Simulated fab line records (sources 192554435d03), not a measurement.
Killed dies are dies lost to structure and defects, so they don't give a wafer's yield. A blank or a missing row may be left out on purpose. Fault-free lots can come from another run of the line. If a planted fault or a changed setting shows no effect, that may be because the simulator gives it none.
Matching of chambers :: flow n5 finfet :: N5_BEOL_M15_TRENCH_ETCH_34 on rie diel-06: 4 sister chambers
The step etches SiO2 in C4F8/O2/Ar, target depth 872.93 nm, time 199 s. 8 wafers are shown with their chamber, then 7 later ones without.

WAFERS, EACH WITH ITS CHAMBER
wafer: L076.6
chamber: 3
drypump motor current A (A): 5.0
throttle valve pct (%): 30.51

wafer: L089.1
chamber: 3
drypump motor current A (A): 5.0
throttle valve pct (%): 30.52

wafer: L089.6
chamber: 1
drypump motor current A (A): 5.9
throttle valve pct (%): 31.27

wafer: L090.2
chamber: 0
drypump motor current A (A): 6.4
throttle valve pct (%): 30.58

wafer: L090.3
chamber: 2
drypump motor current A (A): 5.7
throttle valve pct (%): 30.93

wafer: L090.6
chamber: 1
drypump motor current A (A): 5.8
throttle valve pct (%): 31.26

wafer: L093.1
chamber: 0
drypump motor current A (A): 6.4
throttle valve pct (%): 30.59

wafer: L093.3
chamber: 2
drypump motor current A (A): 5.7
throttle valve pct (%): 30.97

WAFERS MISSING THEIR CHAMBER
wafer: L093.6
drypump motor current A (A): 5.1
throttle valve pct (%): 30.52

wafer: L094.2
drypump motor current A (A): 5.7
throttle valve pct (%): 30.95

wafer: L094.3
drypump motor current A (A): 5.8
throttle valve pct (%): 31.29

wafer: L094.6
drypump motor current A (A): 5.0
throttle valve pct (%): 30.52

wafer: L097.1
drypump motor current A (A): 5.8
throttle valve pct (%): 31.28

wafer: L097.2
drypump motor current A (A): 6.4
throttle valve pct (%): 30.59

wafer: L097.5
drypump motor current A (A): 5.0
throttle valve pct (%): 30.53

WHICH CHAMBER EACH WENT THROUGH
wafer: L093.6
from the rows above: 3
in truth: 3

wafer: L094.2
from the rows above: 2
in truth: 2

wafer: L094.3
from the rows above: 1
in truth: 1

wafer: L094.6
from the rows above: 3
in truth: 3

wafer: L097.1
from the rows above: 1
in truth: 1

wafer: L097.2
from the rows above: 0
in truth: 0

wafer: L097.5
from the rows above: 3
in truth: 3
Placed correctly: 7 of 7. Can't be placed from these rows: 0. Wrongly placed: 0.
How it was worked out, from the rows above alone: a wafer's distance from a chamber is the root of the sum, over the readings, of the square of ((its reading less the chamber's mean) divided by the reading's scatter). If the next closest chamber is less than 2 further off than the closest, the wafer can't be placed; otherwise it belongs to the closest. A chamber's mean is the mean of its shown wafers. The scatter is the square root of a quotient: the sum, over the shown wafers, of each reading's squared deviation from its chamber's mean, divided by wafers minus chambers.
